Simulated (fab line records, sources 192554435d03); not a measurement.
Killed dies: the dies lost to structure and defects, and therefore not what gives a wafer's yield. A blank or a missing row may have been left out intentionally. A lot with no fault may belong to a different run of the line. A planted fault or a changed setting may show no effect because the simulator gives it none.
The tool behind it: which one? || flow n5_finfet || 24 lots, 72 wafers sampled, at 3 steps of a route of 1938

WHAT THE GAUGES SHOWED, per wafer
N5_BEOL_M8_CD_MEAS_28: target cd 40 nm. Usual: 39.98 nm for cd_nm, sd 0.22.
{"lot": "L075", "measured": "day 9 09:58", "on": "cd_sem-03", "cd_nm (nm)": "40.38 39.98 39.82", "flag": ""}
{"lot": "L074", "measured": "day 9 09:47", "on": "cd_sem-02", "cd_nm (nm)": "40.06 39.85 40.13", "flag": ""}
{"lot": "L076", "measured": "day 9 18:25", "on": "cd_sem-01", "cd_nm (nm)": "39.83 39.87 39.63", "flag": ""}
{"lot": "L077", "measured": "day 10 03:19", "on": "cd_sem-02", "cd_nm (nm)": "40.11 39.92 40.00", "flag": ""}
{"lot": "L078", "measured": "day 10 12:35", "on": "cd_sem-01", "cd_nm (nm)": "39.84 40.38 40.19", "flag": ""}
{"lot": "L079", "measured": "day 10 18:35", "on": "cd_sem-01", "cd_nm (nm)": "39.83 40.26 40.14", "flag": ""}
{"lot": "L080", "measured": "day 10 20:58", "on": "cd_sem-03", "cd_nm (nm)": "39.77 39.86 39.59", "flag": ""}
{"lot": "L081", "measured": "day 11 15:02", "on": "cd_sem-02", "cd_nm (nm)": "39.85 39.97 39.86", "flag": ""}
{"lot": "L082", "measured": "day 11 15:15", "on": "cd_sem-01", "cd_nm (nm)": "40.03 39.97 39.93", "flag": ""}
{"lot": "L083", "measured": "day 11 22:13", "on": "cd_sem-02", "cd_nm (nm)": "40.05 40.08 40.08", "flag": ""}
{"lot": "L086", "measured": "day 12 01:15", "on": "cd_sem-01", "cd_nm (nm)": "39.74 39.81 40.07", "flag": ""}
{"lot": "L085", "measured": "day 12 04:30", "on": "cd_sem-01", "cd_nm (nm)": "40.42 40.08 40.28", "flag": ""}
{"lot": "L084", "measured": "day 12 05:32", "on": "cd_sem-03", "cd_nm (nm)": "40.07 39.61 39.90", "flag": ""}
{"lot": "L087", "measured": "day 12 13:17", "on": "cd_sem-03", "cd_nm (nm)": "40.23 39.72 39.82", "flag": ""}
{"lot": "L089", "measured": "day 13 00:18", "on": "cd_sem-02", "cd_nm (nm)": "39.70 39.98 39.93", "flag": ""}
{"lot": "L088", "measured": "day 13 02:41", "on": "cd_sem-02", "cd_nm (nm)": "40.08 39.65 39.33", "flag": ""}
{"lot": "L091", "measured": "day 13 06:04", "on": "cd_sem-01", "cd_nm (nm)": "40.00 40.21 39.76", "flag": ""}
{"lot": "L092", "measured": "day 13 11:40", "on": "cd_sem-01", "cd_nm (nm)": "40.01 39.90 40.25", "flag": ""}
{"lot": "L090", "measured": "day 13 12:56", "on": "cd_sem-03", "cd_nm (nm)": "40.33 39.83 39.45", "flag": ""}
{"lot": "L094", "measured": "day 14 19:58", "on": "cd_sem-01", "cd_nm (nm)": "39.95 39.82 40.22", "flag": ""}
{"lot": "L093", "measured": "day 14 20:01", "on": "cd_sem-03", "cd_nm (nm)": "40.04 39.76 39.66", "flag": ""}
{"lot": "L097", "measured": "day 14 20:03", "on": "cd_sem-02", "cd_nm (nm)": "40.06 40.22 39.77", "flag": ""}
{"lot": "L095", "measured": "day 14 20:06", "on": "cd_sem-01", "cd_nm (nm)": "39.90 39.52 39.59", "flag": ""}
{"lot": "L096", "measured": "day 14 20:08", "on": "cd_sem-02", "cd_nm (nm)": "39.87 39.81 39.99", "flag": ""}

WHICH TOOL RAN EACH LOT (tool, then ch and the chambers of the sampled wafers, then the start)
{"lot": "L075", "N5_BEOL_M7_PRE_CLEAN_45": "pvd_sputter-02, day 9 02:58", "N5_BEOL_M8_ETCH_61": "rie_diel-06 ch 0,3, day 9 07:40"}
{"lot": "L074", "N5_BEOL_M7_PRE_CLEAN_45": "pvd_sputter-02, day 9 03:29", "N5_BEOL_M8_ETCH_61": "rie_diel-02 ch 1,2,3, day 9 07:53"}
{"lot": "L076", "N5_BEOL_M7_PRE_CLEAN_45": "pvd_sputter-02, day 9 11:14", "N5_BEOL_M8_ETCH_61": "rie_diel-06 ch 1,2, day 9 16:36"}
{"lot": "L077", "N5_BEOL_M7_PRE_CLEAN_45": "pvd_sputter-01, day 9 16:38", "N5_BEOL_M8_ETCH_61": "rie_diel-06 ch 2,3, day 9 20:36"}
{"lot": "L078", "N5_BEOL_M7_PRE_CLEAN_45": "pvd_sputter-01, day 10 04:50", "N5_BEOL_M8_ETCH_61": "rie_diel-06 ch 2,3, day 10 11:43"}
{"lot": "L079", "N5_BEOL_M7_PRE_CLEAN_45": "pvd_sputter-01, day 10 11:16", "N5_BEOL_M8_ETCH_61": "rie_diel-06 ch 0,2,3, day 10 17:18"}
{"lot": "L080", "N5_BEOL_M7_PRE_CLEAN_45": "pvd_sputter-02, day 10 12:50", "N5_BEOL_M8_ETCH_61": "rie_diel-06 ch 0,3, day 10 20:04"}
{"lot": "L081", "N5_BEOL_M7_PRE_CLEAN_45": "pvd_sputter-02, day 11 08:31", "N5_BEOL_M8_ETCH_61": "rie_diel-04 ch 1,2, day 11 14:17"}
{"lot": "L082", "N5_BEOL_M7_PRE_CLEAN_45": "pvd_sputter-02, day 11 08:41", "N5_BEOL_M8_ETCH_61": "rie_diel-02 ch 0,3, day 11 14:22"}
{"lot": "L083", "N5_BEOL_M7_PRE_CLEAN_45": "pvd_sputter-02, day 11 16:11", "N5_BEOL_M8_ETCH_61": "rie_diel-04 ch 0,1,2, day 11 20:38"}
{"lot": "L086", "N5_BEOL_M7_PRE_CLEAN_45": "pvd_sputter-03, day 11 20:31", "N5_BEOL_M8_ETCH_61": "rie_diel-04 ch 2,3, day 12 00:23"}
{"lot": "L085", "N5_BEOL_M7_PRE_CLEAN_45": "pvd_sputter-01, day 11 21:30", "N5_BEOL_M8_ETCH_61": "rie_diel-02 ch 0,1,3, day 12 03:36"}
{"lot": "L084", "N5_BEOL_M7_PRE_CLEAN_45": "pvd_sputter-02, day 11 21:50", "N5_BEOL_M8_ETCH_61": "rie_diel-04 ch 0,1,2, day 12 04:35"}
{"lot": "L087", "N5_BEOL_M7_PRE_CLEAN_45": "pvd_sputter-02, day 12 05:23", "N5_BEOL_M8_ETCH_61": "rie_diel-02 ch 0,1,2, day 12 10:55"}
{"lot": "L089", "N5_BEOL_M7_PRE_CLEAN_45": "pvd_sputter-02, day 12 19:38", "N5_BEOL_M8_ETCH_61": "rie_diel-06 ch 1,2, day 12 23:26"}
{"lot": "L088", "N5_BEOL_M7_PRE_CLEAN_45": "pvd_sputter-03, day 12 22:41", "N5_BEOL_M8_ETCH_61": "rie_diel-04 ch 0,2, day 13 01:47"}
{"lot": "L091", "N5_BEOL_M7_PRE_CLEAN_45": "pvd_sputter-01, day 13 01:05", "N5_BEOL_M8_ETCH_61": "rie_diel-04 ch 0,2, day 13 05:09"}
{"lot": "L092", "N5_BEOL_M7_PRE_CLEAN_45": "pvd_sputter-03, day 13 07:08", "N5_BEOL_M8_ETCH_61": "rie_diel-02 ch 1,2, day 13 10:49"}
{"lot": "L090", "N5_BEOL_M7_PRE_CLEAN_45": "pvd_sputter-01, day 13 08:19", "N5_BEOL_M8_ETCH_61": "rie_diel-06 ch 1,2, day 13 12:08"}
{"lot": "L094", "N5_BEOL_M7_PRE_CLEAN_45": "pvd_sputter-02, day 14 10:58", "N5_BEOL_M8_ETCH_61": "rie_diel-06 ch 1,2, day 14 16:56"}
{"lot": "L093", "N5_BEOL_M7_PRE_CLEAN_45": "pvd_sputter-01, day 14 13:07", "N5_BEOL_M8_ETCH_61": "rie_diel-06 ch 0,1,2, day 14 17:19"}
{"lot": "L097", "N5_BEOL_M7_PRE_CLEAN_45": "pvd_sputter-02, day 14 13:38", "N5_BEOL_M8_ETCH_61": "rie_diel-06 ch 0,3, day 14 17:34"}
{"lot": "L095", "N5_BEOL_M7_PRE_CLEAN_45": "pvd_sputter-03, day 14 13:49", "N5_BEOL_M8_ETCH_61": "rie_diel-04 ch 0,3, day 14 17:53"}
{"lot": "L096", "N5_BEOL_M7_PRE_CLEAN_45": "pvd_sputter-03, day 14 14:05", "N5_BEOL_M8_ETCH_61": "rie_diel-06 ch 0,1,3, day 14 17:56"}
- N5_BEOL_M7_PRE_CLEAN_45: time 30 s.
- N5_BEOL_M8_ETCH_61: etches SiARC in CF4, target depth 45.5 nm, time 75.8 s.

WHAT THE TOOLS THEMSELVES READ (means of the sampled wafers that have a number; where no wafer has one, the mark that the record gives instead)
N5_BEOL_M7_PRE_CLEAN_45. Usual: 344 W for heater_power_w, sd 47.
{"lot": "L075", "tool": "pvd_sputter-02", "heater_power_w (W)": 290, "flag": ""}
{"lot": "L074", "tool": "pvd_sputter-02", "heater_power_w (W)": 340, "flag": ""}
{"lot": "L076", "tool": "pvd_sputter-02", "heater_power_w (W)": 351, "flag": ""}
{"lot": "L077", "tool": "pvd_sputter-01", "heater_power_w (W)": 344, "flag": ""}
{"lot": "L078", "tool": "pvd_sputter-01", "heater_power_w (W)": 375, "flag": ""}
{"lot": "L079", "tool": "pvd_sputter-01", "heater_power_w (W)": 358, "flag": ""}
{"lot": "L080", "tool": "pvd_sputter-02", "heater_power_w (W)": 368, "flag": ""}
{"lot": "L081", "tool": "pvd_sputter-02", "heater_power_w (W)": 366, "flag": ""}
{"lot": "L082", "tool": "pvd_sputter-02", "heater_power_w (W)": 365, "flag": ""}
{"lot": "L083", "tool": "pvd_sputter-02", "heater_power_w (W)": 378, "flag": ""}
{"lot": "L086", "tool": "pvd_sputter-03", "heater_power_w (W)": 312, "flag": ""}
{"lot": "L085", "tool": "pvd_sputter-01", "heater_power_w (W)": 367, "flag": ""}
{"lot": "L084", "tool": "pvd_sputter-02", "heater_power_w (W)": 366, "flag": ""}
{"lot": "L087", "tool": "pvd_sputter-02", "heater_power_w (W)": 376, "flag": ""}
{"lot": "L089", "tool": "pvd_sputter-02", "heater_power_w (W)": 415, "flag": ""}
{"lot": "L088", "tool": "pvd_sputter-03", "heater_power_w (W)": 312, "flag": ""}
{"lot": "L091", "tool": "pvd_sputter-01", "heater_power_w (W)": 369, "flag": ""}
{"lot": "L092", "tool": "pvd_sputter-03", "heater_power_w (W)": 335, "flag": ""}
{"lot": "L090", "tool": "pvd_sputter-01", "heater_power_w (W)": 317, "flag": ""}
{"lot": "L094", "tool": "pvd_sputter-02", "heater_power_w (W)": 290, "flag": ""}
{"lot": "L093", "tool": "pvd_sputter-01", "heater_power_w (W)": 347, "flag": ""}
{"lot": "L097", "tool": "pvd_sputter-02", "heater_power_w (W)": 325, "flag": ""}
{"lot": "L095", "tool": "pvd_sputter-03", "heater_power_w (W)": 327, "flag": ""}
{"lot": "L096", "tool": "pvd_sputter-03", "heater_power_w (W)": 310, "flag": ""}

N5_BEOL_M8_ETCH_61. Usual: drypump_motor_current_A 5.6 A, standard deviation 0.51; etch_rf_on_time_s 75.4 s, standard deviation 1.4; oes_product_au 0.70 a.u., standard deviation 0.07; rf_vpp_V 184.1 V, standard deviation 1; showerhead_plenum_p_Torr 2.14 Torr, standard deviation 0.056; throttle_valve_pct 15.52 %, standard deviation 0.18.
{"lot": "L075", "tool": "rie_diel-06", "drypump_motor_current_A (A)": 5.2, "etch_rf_on_time_s (s)": 75.9, "oes_product_au (a.u.)": 0.61, "rf_vpp_V (V)": 184.2, "showerhead_plenum_p_Torr (Torr)": 2.11, "throttle_valve_pct (%)": 15.78, "flag": ""}
{"lot": "L074", "tool": "rie_diel-02", "drypump_motor_current_A (A)": 5.8, "etch_rf_on_time_s (s)": 75.0, "oes_product_au (a.u.)": 0.73, "rf_vpp_V (V)": 184.3, "showerhead_plenum_p_Torr (Torr)": 2.17, "throttle_valve_pct (%)": 15.49, "flag": ""}
{"lot": "L076", "tool": "rie_diel-06", "drypump_motor_current_A (A)": 5.6, "etch_rf_on_time_s (s)": 76.5, "oes_product_au (a.u.)": 0.75, "rf_vpp_V (V)": 184.8, "showerhead_plenum_p_Torr (Torr)": 2.15, "throttle_valve_pct (%)": 15.52, "flag": ""}
{"lot": "L077", "tool": "rie_diel-06", "drypump_motor_current_A (A)": 5.4, "etch_rf_on_time_s (s)": 77.0, "oes_product_au (a.u.)": 0.63, "rf_vpp_V (V)": 183.6, "showerhead_plenum_p_Torr (Torr)": 2.10, "throttle_valve_pct (%)": 15.72, "flag": ""}
{"lot": "L078", "tool": "rie_diel-06", "drypump_motor_current_A (A)": 5.7, "etch_rf_on_time_s (s)": 76.5, "oes_product_au (a.u.)": 0.67, "rf_vpp_V (V)": 183.2, "showerhead_plenum_p_Torr (Torr)": 2.09, "throttle_valve_pct (%)": 15.63, "flag": ""}
{"lot": "L079", "tool": "rie_diel-06", "drypump_motor_current_A (A)": 5.6, "etch_rf_on_time_s (s)": 76.1, "oes_product_au (a.u.)": 0.63, "rf_vpp_V (V)": 183.3, "showerhead_plenum_p_Torr (Torr)": 2.10, "throttle_valve_pct (%)": 15.69, "flag": ""}
{"lot": "L080", "tool": "rie_diel-06", "drypump_motor_current_A (A)": 5.5, "etch_rf_on_time_s (s)": 74.9, "oes_product_au (a.u.)": 0.59, "rf_vpp_V (V)": 184.8, "showerhead_plenum_p_Torr (Torr)": 2.11, "throttle_valve_pct (%)": 15.75, "flag": ""}
{"lot": "L081", "tool": "rie_diel-04", "drypump_motor_current_A (A)": 5.3, "etch_rf_on_time_s (s)": 73.3, "oes_product_au (a.u.)": 0.69, "rf_vpp_V (V)": 184.5, "showerhead_plenum_p_Torr (Torr)": 2.15, "throttle_valve_pct (%)": 15.50, "flag": ""}
{"lot": "L082", "tool": "rie_diel-02", "drypump_motor_current_A (A)": 5.3, "etch_rf_on_time_s (s)": 74.9, "oes_product_au (a.u.)": 0.76, "rf_vpp_V (V)": 185.1, "showerhead_plenum_p_Torr (Torr)": 2.27, "throttle_valve_pct (%)": 15.44, "flag": ""}
{"lot": "L083", "tool": "rie_diel-04", "drypump_motor_current_A (A)": 5.6, "etch_rf_on_time_s (s)": 74.8, "oes_product_au (a.u.)": 0.67, "rf_vpp_V (V)": 184.1, "showerhead_plenum_p_Torr (Torr)": 2.15, "throttle_valve_pct (%)": 15.45, "flag": ""}
{"lot": "L086", "tool": "rie_diel-04", "drypump_motor_current_A (A)": 5.2, "etch_rf_on_time_s (s)": 73.9, "oes_product_au (a.u.)": 0.71, "rf_vpp_V (V)": 184.8, "showerhead_plenum_p_Torr (Torr)": 2.16, "throttle_valve_pct (%)": 15.47, "flag": ""}
{"lot": "L085", "tool": "rie_diel-02", "drypump_motor_current_A (A)": 5.9, "etch_rf_on_time_s (s)": 76.0, "oes_product_au (a.u.)": 0.75, "rf_vpp_V (V)": 184.7, "showerhead_plenum_p_Torr (Torr)": 2.21, "throttle_valve_pct (%)": 15.42, "flag": ""}
{"lot": "L084", "tool": "rie_diel-04", "drypump_motor_current_A (A)": 5.6, "etch_rf_on_time_s (s)": 74.3, "oes_product_au (a.u.)": 0.67, "rf_vpp_V (V)": 183.7, "showerhead_plenum_p_Torr (Torr)": 2.15, "throttle_valve_pct (%)": 15.46, "flag": ""}
{"lot": "L087", "tool": "rie_diel-02", "drypump_motor_current_A (A)": 5.5, "etch_rf_on_time_s (s)": 76.1, "oes_product_au (a.u.)": 0.72, "rf_vpp_V (V)": 183.7, "showerhead_plenum_p_Torr (Torr)": 2.16, "throttle_valve_pct (%)": 15.56, "flag": ""}
{"lot": "L089", "tool": "rie_diel-06", "drypump_motor_current_A (A)": 5.5, "etch_rf_on_time_s (s)": 77.1, "oes_product_au (a.u.)": 0.70, "rf_vpp_V (V)": 184.6, "showerhead_plenum_p_Torr (Torr)": 2.14, "throttle_valve_pct (%)": 15.57, "flag": ""}
{"lot": "L088", "tool": "rie_diel-04", "drypump_motor_current_A (A)": 5.5, "etch_rf_on_time_s (s)": 74.0, "oes_product_au (a.u.)": 0.71, "rf_vpp_V (V)": 184.5, "showerhead_plenum_p_Torr (Torr)": 2.17, "throttle_valve_pct (%)": 15.33, "flag": ""}
{"lot": "L091", "tool": "rie_diel-04", "drypump_motor_current_A (A)": 5.5, "etch_rf_on_time_s (s)": 73.9, "oes_product_au (a.u.)": 0.71, "rf_vpp_V (V)": 184.1, "showerhead_plenum_p_Torr (Torr)": 2.16, "throttle_valve_pct (%)": 15.33, "flag": ""}
{"lot": "L092", "tool": "rie_diel-02", "drypump_motor_current_A (A)": 6.1, "etch_rf_on_time_s (s)": 75.1, "oes_product_au (a.u.)": 0.71, "rf_vpp_V (V)": 183.4, "showerhead_plenum_p_Torr (Torr)": 2.10, "throttle_valve_pct (%)": 15.55, "flag": ""}
{"lot": "L090", "tool": "rie_diel-06", "drypump_motor_current_A (A)": 5.6, "etch_rf_on_time_s (s)": 77.1, "oes_product_au (a.u.)": 0.70, "rf_vpp_V (V)": 184.0, "showerhead_plenum_p_Torr (Torr)": 2.14, "throttle_valve_pct (%)": 15.58, "flag": ""}
{"lot": "L094", "tool": "rie_diel-06", "drypump_motor_current_A (A)": 5.6, "etch_rf_on_time_s (s)": 76.6, "oes_product_au (a.u.)": 0.68, "rf_vpp_V (V)": 183.8, "showerhead_plenum_p_Torr (Torr)": 2.14, "throttle_valve_pct (%)": 15.61, "flag": ""}
{"lot": "L093", "tool": "rie_diel-06", "drypump_motor_current_A (A)": 5.7, "etch_rf_on_time_s (s)": 76.1, "oes_product_au (a.u.)": 0.73, "rf_vpp_V (V)": 184.1, "showerhead_plenum_p_Torr (Torr)": 2.11, "throttle_valve_pct (%)": 15.48, "flag": ""}
{"lot": "L097", "tool": "rie_diel-06", "drypump_motor_current_A (A)": 5.3, "etch_rf_on_time_s (s)": 73.2, "oes_product_au (a.u.)": 0.82, "rf_vpp_V (V)": 183.3, "showerhead_plenum_p_Torr (Torr)": 2.10, "throttle_valve_pct (%)": 15.36, "flag": ""}
{"lot": "L095", "tool": "rie_diel-04", "drypump_motor_current_A (A)": 6.0, "etch_rf_on_time_s (s)": 75.0, "oes_product_au (a.u.)": 0.65, "rf_vpp_V (V)": 183.8, "showerhead_plenum_p_Torr (Torr)": 2.15, "throttle_valve_pct (%)": 15.40, "flag": ""}
{"lot": "L096", "tool": "rie_diel-06", "drypump_motor_current_A (A)": 5.4, "etch_rf_on_time_s (s)": 74.9, "oes_product_au (a.u.)": 0.77, "rf_vpp_V (V)": 184.2, "showerhead_plenum_p_Torr (Torr)": 2.12, "throttle_valve_pct (%)": 15.45, "flag": ""}

THE ANSWER, worked out from the rows above alone
Rule: a lot is off if the mean of its wafers that have a number lies more than 3 standard deviations from the usual mean. A lot without any number at a reading at which 4 lots or more have one is off too. All remaining lots with rows at the step are treated as sound. After the gauges, taken in route order, come the tools' own readings; for these a lot's mean is taken, as printed above. The first step at which some lot is off is used, and at that step the reading that is off furthest; a lot without a number counts as furthest.
No lot is off on any of the readings shown, so nothing can be concluded from this.

WHAT THE SIMULATOR PUT IN
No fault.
